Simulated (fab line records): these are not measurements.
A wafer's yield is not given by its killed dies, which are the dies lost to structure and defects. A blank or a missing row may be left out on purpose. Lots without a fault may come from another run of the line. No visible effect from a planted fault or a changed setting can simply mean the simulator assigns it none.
A lot that was struck, set against a sound lot | flow n5Finfet | 18 steps out of a route of 1938
Sound: wafers L768.1, L768.2, L768.4. Struck: wafer L787.4; the same lot's L787.6 was not struck, so it is left out; see the end for the cause.
Per side, at each step with rows, come the tool, then ch with its chambers, and then its first start. Under that, the readings that differ: sound wafers | struck wafers | difference of the means | sigmas: that difference in standard deviations of wafers without a fault.
alike: readings with means less than 2 such deviations apart, plus words and numbers identical on both sides. not compared: withheld readings, readings lacking a value on some wafer, bounds such as >300 that could conceal the same value, and numbers that have no deviation in the record and whose values overlap.
The two part at a step that has a row with sigmas, a row that says differs or no value, or rows on one side only. Numbers that have no deviation but don't overlap get no sigmas and don't part them. A reading missing from all wafers of one side parts the sides only when that side holds two or more wafers.

first, 7 steps without rows for these wafers: N5_SD_EPI_N_COAT_33 (time 60 s, resist thk 35 nm); N5_SD_EPI_N_COAT_03 (resist thk 150 nm); N5_SD_EPI_N_EBR_05; N5_SD_EPI_N_SOFTBAKE_04 (time 60 s); N5_SD_EPI_N_EXPOSE_06 (exposes mask SD N BLK, target cd 120 nm); N5_SD_EPI_N_PEB_07 (peb time 60 s); N5_SD_EPI_N_DEVELOP_08 (develop time 30 s).
N5_SD_EPI_N_CD_MEAS_09 targets a cd of 120 nm.
  sound on cdSem-02 ch 0, day 4 02:45; struck on cdSem-03 ch 0, day 8 16:33
  alike: cdNm
N5_SD_EPI_N_OVL_MEAS_10:
  sound on overlay-01 ch 0, day 4 02:47; struck on overlay-01 ch 0, day 8 16:35
  alike: SD_N_BLK_OVL
N5_SD_EPI_N_INSPECT_11: inspects for defects (macro).
  sound on defectInspect-02 at day 4 02:48; struck on defectInspect-02 at day 8 16:37
reading        | sound | struck | difference | sigmas
rawDefectCount | 2 1 0 | 5      | +4         | +3
N5_SD_EPI_N_DESCUM_14: chemistry O2, time 7.9 s.
  sound on rieDiel-04 ch 0,2, day 4 02:50; struck on rieDiel-04 ch 0, day 8 16:40
reading                      | sound             | struck | difference | sigmas
oesProductAu (a.u.)          | 0.70 0.74 0.70    | 0.98   | +0.27      | +3
rfVppV (V)                   | 240.5 241.4 241.9 | 246.0  | +4.7       | +3
showerheadPlenumPTorr (Torr) | 1.99 1.98 1.99    | 2.24   | +0.25      | +3
  alike: biasPowerW, drypumpMotorCurrentA, tempC, throttleValvePct
  not compared: rfHoursCounterH
N5_SD_EPI_N_ETCH_34: etches SiARC in CF4, target depth 45.5 nm, time 75.8 s.
  sound on rieDiel-04 ch 0,2, day 4 02:52; struck on rieDiel-04 ch 0, day 8 16:42
reading                      | sound             | struck | difference | sigmas
oesProductAu (a.u.)          | 0.60 0.62 0.59    | 0.82   | +0.22      | +3
rfVppV (V)                   | 182.3 182.5 183.3 | 185.4  | +2.7       | +2
showerheadPlenumPTorr (Torr) | 2.03 2.04 2.03    | 2.28   | +0.25      | +3
  alike: drypumpMotorCurrentA, etchRfOnTimeS, throttleValvePct
  not compared: rfHoursCounterH
N5_SD_EPI_N_ETCH_35: etches SOC in N2/H2, overetch 108 nm, time 486 s.
  sound on rieDiel-04 ch 0,2, day 4 02:56; struck on rieDiel-04 ch 0, day 8 16:53
reading                                    | sound             | struck | difference | sigmas
oesProductAu (a.u.)                        | 0.63 0.66 0.62    | 0.82   | +0.18      | +3
rfVppV (V)                                 | 239.5 239.8 238.5 | 243.1  | +3.8       | +3
showerheadPlenumPTorr (Torr)               | 2.42 2.42 2.42    | 2.73   | +0.31      | +4
tempC (C)                                  | 40.04 40.06 40.12 | 39.84  | -0.23      | -2
model.SiARC_of_SD_EPI_N_COAT_33.thkNm (nm) | 19.6 20.2 19.4    | 18     | -2         | 
  alike: drypumpMotorCurrentA, h2FlowSccm, n2FlowSccm, throttleValvePct
  not compared: rfHoursCounterH
then, 1 step without rows for these wafers: N5_SD_EPI_N_STRIP_36 (strips in N2/H2).
N5_SD_EPI_N_ETCHBACK_44: etches SiNx in CH3F/O2, stops on SiO2, target depth 14.5 nm.
  sound on rieDiel-04 ch 0,2, day 4 03:15; struck on rieDiel-04 ch 0, day 8 17:06
reading                      | sound          | struck | difference | sigmas
oesProductAu (a.u.)          | 0.60 0.63 0.60 | 0.77   | +0.16      | +2
showerheadPlenumPTorr (Torr) | 1.90 1.90 1.90 | 2.14   | +0.24      | +3
  alike: drypumpMotorCurrentA, rfVppV, throttleValvePct
  not compared: rfHoursCounterH
N5_SD_EPI_N_ETCH_45: etches SiOCN in CH3F/O2, target depth 6 nm.
  sound on rieDiel-04 ch 0,2, day 4 03:21; struck on rieDiel-04 ch 0, day 8 17:12
reading                      | sound          | struck | difference | sigmas
oesProductAu (a.u.)          | 0.70 0.74 0.70 | 0.97   | +0.26      | +3
showerheadPlenumPTorr (Torr) | 1.89 1.89 1.89 | 2.13   | +0.24      | +3
  alike: drypumpMotorCurrentA, rfVppV, throttleValvePct
  not compared: rfHoursCounterH
N5_SD_EPI_N_ETCH_16: etches SiO2 in CHF3/O2, target depth 5 nm.
  sound on rieDiel-04 ch 0,2, day 4 03:27; struck on rieDiel-04 ch 0, day 8 17:16
reading                                    | sound          | struck | difference | sigmas
oesProductAu (a.u.)                        | 0.70 0.73 0.70 | 0.97   | +0.26      | +3
showerheadPlenumPTorr (Torr)               | 2.29 2.29 2.29 | 2.56   | +0.27      | +3
model.SiARC_of_SD_EPI_N_COAT_33.thkNm (nm) | 12.2 12.8 12   | 10.6   | -1.7       | 
  alike: drypumpMotorCurrentA, rfVppV, throttleValvePct
  not compared: rfHoursCounterH
then, 1 step without rows for these wafers: N5_SD_EPI_N_STRIP_47 (strips in CHF3/O2).

== WHERE THEY PART ==
First at N5_SD_EPI_N_INSPECT_11; last, within this record, at N5_SD_EPI_N_ETCH_16.

WHY: what had been put in by the simulator
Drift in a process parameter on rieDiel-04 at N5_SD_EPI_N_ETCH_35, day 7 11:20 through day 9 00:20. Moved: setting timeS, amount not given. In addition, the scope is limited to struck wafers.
